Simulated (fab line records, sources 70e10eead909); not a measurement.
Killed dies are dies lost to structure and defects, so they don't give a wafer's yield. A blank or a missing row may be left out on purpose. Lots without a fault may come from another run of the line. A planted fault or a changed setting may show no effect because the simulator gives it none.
fab line records | flow nand_harc | part 1 of 2: steps 1 to 23 of 32
record lots=5 wafers=15 last_day=29
route steps=1302 shown A_WL_FILL@956 A_CONTACT@983
lots that met no fault: from a run of the same line without faults
start_h: hours from the record's first day to the start of the lot's first wafer shown | wait_h: hours since the lot's step before | " the same as in the row above | L1.1+2: a row that stands for several wafers | - no value, or no start given | * or withheld: withheld | < > ~ a bound
route shown NAME@n: a module of which the file shows steps, and the number in the route of the first | usual: mean/standard deviation of fault-free wafers | same: alike in all rows | chamber/n: place in a boat | sites: the reading at each site | _std_site: their standard deviation | _edge_site: outer sites' mean less inner sites' | radius_mm: how far each site lies from the wafer's centre | mask NAME#n: copy n | behind: the tool/chamber that last shaped the wafer | hold: why the lot was held/for how many hours/how that ended | device: the transistor (n, p or np) that didn't switch | end of line: the same wafers' tests at the end of the route | a step without rows: its recipe alone | killed: dies lost to structure and defects at the first sort, not the wafer's yield | map: a wafer's dies, x killed, . not, _ none there
set.NAME: the setting as run; set.NAME@STEP: as run at that earlier step | model.NAME: the simulator's own value behind a step, which no gauge read
lots at some steps of the route; a table a step, a row a wafer
services: from which hour (start_h, from the record's first day; less than 0 if before it) a tool's chamber was out of use, for how many hours, and why
## steps
# step NHARC_A_WL_FILL_CVD_03
# recipe target_thk_a=400 temp_c=300 pressure_torr=40 wf6_flow_sccm=40 h2_flow_sccm=1600 ar_flow_sccm=1560 time_s=279 material=W
# usual chamber_pressure_Torr=39.99/0.086 heater_power_w=477/48 throttle_valve_pct=7.85/0.19
# same time_s=279
# columns lot.wafer tool chamber start_h wait_h chamber_pressure_Torr heater_power_w throttle_valve_pct
L075.2 cvd_w-01 1 459.71 0.1 39.94 522 7.60
L075.4 " 1 " " 39.93 508 7.91
L075.3 " 0 " " 40.08 447 7.87
L074.2 cvd_w-02 1 463.51 0.1 40.02 427 7.96
L074.3 " 0 " " 39.83 523 7.65
L074.6 " 0 " " 39.93 529 7.45
L076.1 cvd_w-01 0 476.71 0.1 39.85 447 7.89
L076.6 " 1 " " 40.06 512 7.85
L076.5 " 0 " " 40.02 439 8.12
L080.2 cvd_w-02 0 552.65 0.1 40.08 522 7.67
L080.1 " 1 " " 40.10 422 7.85
L080.3 " 1 " " 40.06 444 7.97
L085.1 cvd_w-02 0 584.90 0.1 40.03 524 7.94
L085.5 " 1 " " 40.07 426 7.80
L085.6 " 0 " " 39.98 540 7.52
# step NHARC_A_WL_FILL_ETCHBACK_04
# recipe target_depth_a=600 time_s=120 chemistry=NF3
# usual drypump_motor_current_A=6.0/0.34 oes_product_au=0.993/0.011
# same time_s=120
# columns lot.wafer tool chamber start_h wait_h drypump_motor_current_A oes_product_au rf_hours_counter_h
L075.2 rie_metal-03 0 460.09 0.3 6.0 1.008 1.8
L075.4 " 0 " " 6.0 1.001 -
L075.3 " 1 " " 6.0 0.988 -
L074.2 rie_metal-02 1 463.87 0.3 5.8 0.986 0.0
L074.3 " 0 " " 5.8 0.996 -
L074.6 " 0 " " 5.8 0.981 -
L076.1 rie_metal-02 0 477.07 0.3 5.8 0.980 0.3
L076.5 " 1 " " 5.8 0.975 -
L076.6 " 0 " " 5.8 0.981 -
L080.1 rie_metal-02 1 553.03 0.3 5.8 0.989 1.8
L080.2 " 0 " " 5.8 0.972 1.3
L080.3 " 1 " " 5.8 0.980 -
L085.1 rie_metal-01 0 585.25 0.3 6.5 0.998 0.0
L085.5 " 1 " " 6.8 0.990 -
L085.6 " 0 " " 6.5 1.000 -
# step NHARC_A_WL_FILL_ETCHBACK_05
# recipe target_depth_a=220 time_s=60 temp_c=40 chemistry=Cl2/BCl3
# usual drypump_motor_current_A=6.0/0.35 oes_product_au=0.993/0.01
# same time_s=60
# columns lot.wafer tool chamber start_h wait_h drypump_motor_current_A oes_product_au rf_hours_counter_h
L075.2 rie_metal-03 0 460.34 0.2 6.1 1.013 1.9
L075.3 " 1 " " 6.0 1.000 -
L075.4 " 0 " " 6.1 1.013 -
L074.2 rie_metal-02 1 464.08 0.2 5.8 0.990 0.1
L074.3 " 0 " " 5.8 0.994 -
L074.6 " 1 " " 5.8 0.992 -
L076.1 rie_metal-02 1 477.29 0.2 5.8 0.980 0.4
L076.5 " 0 " " 5.8 0.982 -
L076.6 " 1 " " 5.8 0.984 -
L080.1 rie_metal-02 1 553.26 0.2 5.9 0.982 1.9
L080.2 " 0 " " 5.8 0.978 1.4
L080.3 " 1 " " 5.8 0.983 -
L085.1 rie_metal-01 1 585.46 0.2 6.8 0.980 0.1
L085.5 " 1 " " 6.8 0.985 -
L085.6 " 0 " " 6.5 0.995 -
# step NHARC_A_WL_FILL_STRIP_27
# recipe power_w=1500 temp_c=250 time_s=20 chemistry=N2/H2
# usual drypump_motor_current_A=6.20/0.21 heater_power_w=341/29
# same time_s=20
# columns lot.wafer tool chamber start_h wait_h drypump_motor_current_A heater_power_w rf_hours_counter_h
L075.2 plasma_asher-01 1 460.47 0.1 6.14 319 22
L075.3 " 1 " " 6.17 307 -
L075.4 " 0 " " 5.87 305 -
L074.2 plasma_asher-02 1 464.24 0.1 6.43 360 7
L074.3 " 1 " " 6.45 361 -
L074.6 " 1 " " 6.45 370 -
L076.1 plasma_asher-02 1 477.56 0.3 6.43 366 10
L076.5 " 0 " " 6.31 359 -
L076.6 " 1 " " 6.45 367 -
L080.2 plasma_asher-02 1 553.40 0.1 6.45 367 26
L080.1 " 0 " " 6.29 362 26
L080.3 " 1 " " 6.46 370 -
L085.1 plasma_asher-01 1 585.60 0.1 6.16 305 10
L085.5 " 1 " " 6.15 306 -
L085.6 " 0 " " 5.87 317 -
# step NHARC_A_WL_FILL_STRIP_28
# recipe time_s=1200 temp_c=72.5 chemistry=post_etch_residue_remover
# same time_s=1200
# columns lot.wafer tool chamber start_h wait_h
L075.3+4+2 wet_bench-07 1,2,3 460.66 0.1
L074.2+6+3 wet_bench-01 2,4,5 464.40 0.1
L076.1+6+5 wet_bench-05 1,2,4 477.73 0.1
L080.1+2+3 wet_bench-01 4,6,7 553.59 0.1
L085.6+5+1 wet_bench-07 5,0,2 585.77 0.0
# step NHARC_A_WL_FILL_PRECLEAN_06
# recipe time_s=300 chemistry=DIW
# same time_s=300
# columns lot.wafer tool chamber start_h wait_h
L075.3+4+2 wet_bench-07 1,2,3 - -
L074.2+6+3 wet_bench-01 2,4,5 - -
L076.1+6+5 wet_bench-05 1,2,4 - -
L080.1+2+3 wet_bench-01 4,6,7 - -
L085.6+5+1 wet_bench-07 5,0,2 - -
# step NHARC_A_WL_FILL_SRD_07
# columns lot.wafer tool chamber start_h wait_h
L075.3+4+2 wet_bench-07 1,2,3 - -
L074.2+6+3 wet_bench-01 2,4,5 - -
L076.1+6+5 wet_bench-05 1,2,4 - -
L080.1+2+3 wet_bench-01 4,6,7 - -
L085.6+5+1 wet_bench-07 5,0,2 - -
# step NHARC_A_WL_FILL_ANNEAL_08
# recipe temp_c=450 time_s=1800
# usual spike_tc_centre_C=450.6/1.5 tube_center_temp_C_max=451.17/0.2
# same time_s=1800
# columns lot.wafer tool chamber start_h wait_h spike_tc_centre_C tube_center_temp_C_max
L075.2 furnace-07 0 464.36 - 448.4 450.79
L075.3 " 0 " " 449.5 451.18
L075.4 " 0 " " 450.4 450.88
L074.2 furnace-08 0 467.62 - 449.8 451.18
L074.3 " 0 " " 452.6 450.92
L074.6 " 0 " " 454.1 450.96
L076.1 furnace-07 0 485.23 - 449.7 451.26
L076.5 " 0 " " 449.5 451.04
L076.6 " 0 " " 449.5 450.98
L080.1 furnace-04 0 558.75 - 448.6 451.37
L080.2 " 0 " " 449.9 450.99
L080.3 " 0 " " 449.4 451.11
L085.1 furnace-07 0 590.14 - 448.2 450.85
L085.5 " 0 " " 449.0 450.96
L085.6 " 0 " " 449.1 451.35
# step NHARC_A_WL_FILL_ALD_10
# recipe target_thk_a=500 pulse_time_s=10 ald_cycles=500 temp_c=300 material=SiO2
# usual heater_power_w=461/37 precursor_pulse_height_rel=1.002/0.018
# columns lot.wafer tool chamber start_h wait_h heater_power_w precursor_pulse_height_rel
L075.3 ald_hk-02 0 465.85 0.0 496 1.011
L075.4 " 2 466.87 1.1 510 1.008
L075.2 " 3 " " 389 1.012
L074.2 ald_hk-03 0 469.27 0.2 421 0.972
L074.3 " 2 470.31 1.2 451 0.978
L074.6 " 1 471.88 2.8 476 0.970
L076.1 ald_hk-04 2 487.76 1.1 489 0.978
L076.6 " 0 488.77 2.1 495 1.001
L076.5 " 1 " " 458 0.996
L080.1 ald_hk-04 3 560.26 0.1 441 1.037
L080.3 " 1 561.30 1.1 456 1.032
L080.2 " 2 " " 521 1.032
L085.1 ald_hk-04 0 592.16 0.6 495 1.025
L085.5 " 3 593.74 2.1 451 0.993
L085.6 " 0 " " 488 1.011
# step NHARC_A_WL_FILL_ETCHBACK_16
# recipe target_depth_a=1200 time_s=24 c4f8_flow_sccm=withheld o2_flow_sccm=8 ar_flow_sccm=withheld rf_w=600 bias_w=800 chemistry=C4F8/O2/Ar
# usual oes_product_au=0.98/0.031 rf_vpp_V=725/4.1
# same time_s=24
# columns lot.wafer tool chamber start_h wait_h oes_product_au rf_hours_counter_h rf_vpp_V
L075.4 rie_diel-12 0 - - 1.00 0.3 730
L075.3 " 2 " " 0.99 0.3 726
L075.2 " 3 " " 0.99 0.3 721
L074.3 rie_diel-12 3 - - 1.01 0.3 722
L074.2 " 0 " " 1.01 0.3 730
L074.6 " 1 " " 1.00 - 730
L076.1 rie_diel-12 0 - - 1.01 1.2 727
L076.5 " 3 " " 1.00 - 721
L076.6 " 0 " " 1.01 - 728
L080.2 rie_diel-07 0 - - 1.00 2.7 718
L080.3 " 1 " " 1.00 2.5 722
L080.1 " 2 " " 0.99 1.9 729
L085.1 rie_diel-03 0 - - 0.98 6.6 722
L085.6 " 1 " " 0.97 - 724
L085.5 " 2 " " 0.97 - 724
# step NHARC_A_WL_FILL_STRIP_29
# recipe time_s=20 o2_flow_sccm=500 ar_flow_sccm=0 bias_w=0 chemistry=O2
# usual drypump_motor_current_A=5.9/0.36 oes_product_au=0.999/0.0077 rf_vpp_V=57.9/0.98 showerhead_plenum_p_Torr=3.59/0.14 throttle_valve_pct=17.037/0.0095
# same time_s=20
# columns lot.wafer tool chamber start_h wait_h drypump_motor_current_A oes_product_au rf_hours_counter_h rf_vpp_V showerhead_plenum_p_Torr throttle_valve_pct
L075.4 rie_diel-12 3 470.57 0.1 5.3 0.994 0.3 58.1 3.48 17.009
L075.2 " 0 " " 6.2 0.996 0.3 56.9 3.70 17.044
L075.3 " 2 " " 5.7 0.996 0.3 57.6 3.61 17.032
L074.3 rie_diel-12 3 474.05 0.1 5.3 0.996 0.3 58.3 3.48 17.045
L074.2 " 0 " " 6.2 0.997 0.3 58.5 3.70 17.022
L074.6 " 2 " " 5.7 1.006 - 58.0 3.61 17.037
L076.1 rie_diel-12 3 491.44 0.1 5.3 0.985 1.4 58.4 3.48 17.049
L076.6 " 0 " " 6.2 0.991 - 58.2 3.70 17.031
L076.5 " 1 " " 6.4 0.997 - 56.7 3.76 17.024
L080.2 rie_diel-07 0 565.04 0.1 5.7 1.006 2.7 56.9 3.41 17.017
L080.3 " 1 " " 6.3 0.987 2.5 56.4 3.50 17.043
L080.1 " 2 " " 6.1 0.993 1.9 57.0 3.77 17.038
L085.1 rie_diel-03 1 596.45 0.1 5.8 0.989 6.6 57.5 3.56 17.019
L085.6 " 0 " " 5.3 1.004 - 58.0 3.43 17.028
L085.5 " 1 " " 5.8 0.987 - 58.0 3.56 17.040
# step NHARC_A_WL_FILL_ETCHBACK_17
# recipe target_depth_a=40 time_s=26.7 chemistry=Cl2/BCl3
# usual drypump_motor_current_A=6.2/0.39 oes_product_au=0.998/0.0094
# same time_s=26.7
# columns lot.wafer tool chamber start_h wait_h drypump_motor_current_A oes_product_au rf_hours_counter_h
L075.2 rie_metal-03 0 470.66 - 6.0 1.018 2.2
L075.3 " 0 " " 6.0 1.010 -
L075.4 " 1 " " 6.0 0.987 -
L074.2 rie_metal-03 1 474.15 - 6.1 0.988 2.4
L074.3 " 0 " " 6.0 1.005 -
L074.6 " 1 " " 6.0 0.992 -
L076.1 rie_metal-01 0 491.52 - 6.5 1.006 1.7
L076.6 " 0 " " 6.5 1.007 -
L076.5 " 1 " " 6.8 1.001 -
L080.1 rie_metal-03 1 565.13 - 5.9 0.988 0.6
L080.2 " 0 " " 6.0 1.005 0.6
L080.3 " 0 " " 6.0 1.006 -
L085.1 rie_metal-01 0 596.53 - 6.5 0.996 0.3
L085.5 " 0 " " 6.5 0.996 -
L085.6 " 1 " " 6.8 0.995 -
# step NHARC_A_WL_FILL_PRECLEAN_18
# recipe time_s=30 chemistry=dHF
# same time_s=30
# columns lot.wafer tool chamber start_h wait_h
L075.4+2+3 wet_bench-01 5,7,1 470.84 0.1
L074.6+3+2 wet_bench-01 1,2,6 474.32 0.1
L076.6+1+5 wet_bench-01 2,3,4 491.73 0.1
L080.3+2+1 wet_bench-05 0,4,5 565.32 0.1
L085.6+1+5 wet_bench-07 1,3,5 596.71 0.1
# step NHARC_A_WL_FILL_SRD_21
# columns lot.wafer tool chamber start_h wait_h
L075.4+2+3 wet_bench-01 5,7,1 470.87 0.0
L074.6+3+2 wet_bench-01 1,2,6 474.35 0.0
L076.6+1+5 wet_bench-01 2,3,4 491.74 0.0
L080.3+2+1 wet_bench-05 0,4,5 565.35 0.0
L085.6+1+5 wet_bench-07 1,3,5 596.74 0.0
# step NHARC_A_WL_FILL_CVD_23
# recipe target_thk_a=400 temp_c=620 pressure_mtorr=200 time_s=800 material=poly-Si
# usual spike_tc_centre_C=621.0/1.2
# same time_s=800
# columns lot.wafer tool chamber start_h wait_h spike_tc_centre_C
L075.2 lpcvd_poly-02 0 473.32 2.4 618.4
L075.3 " 0 " " 619.8
L075.4 " 0 " " 620.1
L074.2 lpcvd_poly-01 0 476.78 2.4 621.3
L074.3 " 0 " " 619.5
L074.6 " 0 " " 619.7
L076.1 lpcvd_poly-01 0 494.17 2.4 623.3
L076.5 " 0 " " 621.0
L076.6 " 0 " " 622.5
L080.1 lpcvd_poly-02 0 567.80 2.4 620.5
L080.2 " 0 " " 621.0
L080.3 " 0 " " 620.3
L085.1 lpcvd_poly-03 0 599.09 2.3 621.0
L085.5 " 0 " " 620.0
L085.6 " 0 " " 622.7
# step NHARC_A_WL_FILL_ETCHBACK_26
# recipe target_depth_a=520 time_s=13.3 hbr_flow_sccm=150 rf_w=350 icp_w=350 bias_w=60 chemistry=HBr
# usual drypump_motor_current_A=5.7/0.44 oes_product_au=1.000/0.0093 throttle_valve_pct=23.267/0.0084
# same time_s=13.3
# columns lot.wafer tool chamber start_h wait_h drypump_motor_current_A oes_product_au rf_hours_counter_h throttle_valve_pct
L075.4 rie_si-06 1 475.89 0.4 5.9 0.984 0.2 23.261
L075.2 " 2 " " 4.9 0.994 0.3 23.259
L075.3 " 0 " " 5.7 0.998 0.2 23.283
L074.3 rie_si-04 3 479.37 0.4 5.5 0.994 1.0 23.271
L074.2 " 2 " " 6.0 0.985 0.9 23.273
L074.6 " 0 " " 5.6 1.001 - 23.274
L076.1 rie_si-04 0 496.78 0.4 5.6 0.998 1.0 23.263
L076.6 " 2 " " 6.0 1.003 - 23.267
L076.5 " 3 " " 5.5 0.991 - 23.259
L080.2 rie_si-02 2 570.35 0.4 6.5 1.004 0.6 23.271
L080.3 " 3 " " 6.2 1.005 0.6 23.274
L080.1 " 1 " " 6.2 1.022 0.7 23.259
L085.1 rie_si-02 2 601.66 0.4 6.5 1.012 0.8 23.254
L085.6 " 3 " " 6.2 0.997 - 23.264
L085.5 " 0 " " 5.6 0.989 - 23.258
# step NHARC_A_WL_FILL_PRECLEAN_30
# recipe time_s=10 chemistry=dHF
# same time_s=10
# columns lot.wafer tool chamber start_h wait_h
L075.3+2+4 wet_bench-05 1,4,6 476.03 0.1
L074.3+2+6 wet_bench-07 0,1,3 479.52 0.1
L076.5+6+1 wet_bench-05 6,7,0 496.91 0.1
L080.2+3+1 wet_bench-01 1,2,5 570.49 0.1
L085.6+5+1 wet_bench-07 5,0,1 601.77 0.1
# step NHARC_A_WL_FILL_SRD_14
# columns lot.wafer tool chamber start_h wait_h
L075.3+2+4 wet_bench-05 1,4,6 476.05 0.0
L074.3+2+6 wet_bench-07 0,1,3 479.54 0.0
L076.5+6+1 wet_bench-05 6,7,0 496.93 0.0
L080.2+3+1 wet_bench-01 1,2,5 570.51 0.0
L085.6+5+1 wet_bench-07 5,0,1 601.79 0.0
# step NHARC_A_WL_FILL_ALD_19
# recipe target_thk_a=20 pulse_time_s=3 ald_cycles=100 temp_c=450 material=TiN
# usual heater_power_w=1064/100 precursor_pulse_height_rel=1.000/0.018
# columns lot.wafer tool chamber start_h wait_h heater_power_w precursor_pulse_height_rel
L075.4 ald_metal-02 2 476.15 0.1 1096 0.994
L075.3 " 0 " " 931 0.991
L075.2 " 1 " " 1043 0.997
L074.2 ald_metal-01 1 479.64 0.1 1037 0.973
L074.3 " 0 " " 923 1.013
L074.6 " 1 " " 1002 0.989
L076.1 ald_metal-03 0 497.05 0.1 888 1.001
L076.6 " 3 " " 1146 0.989
L076.5 " 0 " " 909 0.997
L080.3 ald_metal-01 1 570.61 0.1 1049 1.003
L080.1 " 2 " " 1052 1.014
L080.2 " 0 " " 904 1.027
L085.1 ald_metal-01 2 601.89 0.1 1040 0.951
L085.5 " 2 " " 1068 0.986
L085.6 " 3 " " 1208 1.039
# step NHARC_A_WL_FILL_CVD_20
# recipe target_thk_a=1000 temp_c=400 pressure_torr=40 wf6_flow_sccm=40 h2_flow_sccm=1600 ar_flow_sccm=1560 time_s=74 material=W
# usual chamber_pressure_Torr=39.99/0.09 heater_power_w=846/82 throttle_valve_pct=7.87/0.19
# same time_s=74
# columns lot.wafer tool chamber start_h wait_h chamber_pressure_Torr heater_power_w throttle_valve_pct
L075.2 cvd_w-02 0 - - 39.99 956 7.72
L075.4 " 0 " " 39.86 956 7.43
L075.3 " 1 " " 39.99 748 7.79
L074.2 cvd_w-01 1 - - 39.87 913 7.83
L074.3 " 1 " " 40.06 938 7.48
L074.6 " 0 " " 40.01 788 7.72
L076.1 cvd_w-01 0 - - 40.06 810 8.16
L076.6 " 1 " " 39.96 916 7.87
L076.5 " 0 " " 39.93 790 8.15
L080.1 cvd_w-01 0 - - 40.15 749 7.72
L080.2 " 1 " " 40.09 946 7.86
L080.3 " 1 " " 40.00 941 8.01
L085.1 cvd_w-02 1 - - 40.06 769 8.07
L085.6 " 1 " " 40.02 774 7.81
L085.5 " 0 " " 39.90 954 7.93
# step NHARC_A_WL_FILL_CMP_12
# recipe t_overpolish_s=30 target_thk_nm=100
# usual motor_current_A=11.4/1.1 overpolish_run_s=30.001/0.0088 retaining_ring_pressure_frac=1.000/0.0053 time_to_endpoint_s=18.1/2.4
# columns lot.wafer tool chamber start_h wait_h motor_current_A overpolish_run_s retaining_ring_pressure_frac time_to_endpoint_s
L075.2 cmp-04 0 476.53 0.2 10.0 29.995 1.008 20.1
L075.3 " 1 " " 11.8 29.994 1.002 20.8
L075.4 " 2 " " 12.6 30.009 1.005 17.9
L074.2 cmp-02 2 480.05 0.2 11.9 29.998 0.997 13.5
L074.3 " 3 " " 13.4 30.012 0.995 16.7
L074.6 " 2 " " 12.3 29.994 0.997 11.7
L076.1 cmp-02 0 497.49 0.2 11.5 30.006 0.994 17.6
L076.5 " 1 " " 9.6 30.011 1.002 14.2
L076.6 " 2 " " 12.4 30.012 0.993 13.8
L080.2 cmp-01 0 570.99 0.1 11.8 30.009 1.006 18.4
L080.3 " 2 " " 10.6 30.007 1.005 19.3
L080.1 " 3 " " 10.7 30.003 1.006 19.6
L085.1 cmp-04 0 602.35 0.2 10.1 29.992 1.007 20.0
L085.6 " 1 " " 11.7 29.990 1.009 18.0
L085.5 " 2 " " 12.3 29.990 0.996 18.2
# step NHARC_A_WL_FILL_SRD_31
# columns lot.wafer tool chamber start_h wait_h
L075.4+3+2 wet_bench-01 1,3,4 476.85 0.0
L074.3+6+2 wet_bench-07 6,0,3 480.34 0.0
L076.5+6+1 wet_bench-07 5,7,0 497.75 0.1
L080.3+1+2 wet_bench-01 3,5,7 571.31 0.0
L085.1+5+6 wet_bench-05 5,6,7 602.59 0.0
# step NHARC_A_WL_FILL_INSPECT_15
# usual raw_defect_count=478/100
# columns lot.wafer tool chamber start_h wait_h raw_defect_count
L075.2 defect_inspect-02 - 477.00 0.0 422
L075.3 " - " " 459
L075.4 " - " " 486
L074.2 defect_inspect-02 - 480.51 0.0 555
L074.3 " - " " 551
L074.6 " - " " 434
L076.1 defect_inspect-01 - 497.92 0.0 440
L076.5 " - " " 784
L076.6 " - " " 496
L080.1 defect_inspect-02 - 571.47 0.0 456
L080.2 " - " " 498
L080.3 " - " " 436
L085.1 defect_inspect-02 - 602.74 0.0 423
L085.5 " - " " 418
L085.6 " - " " 424
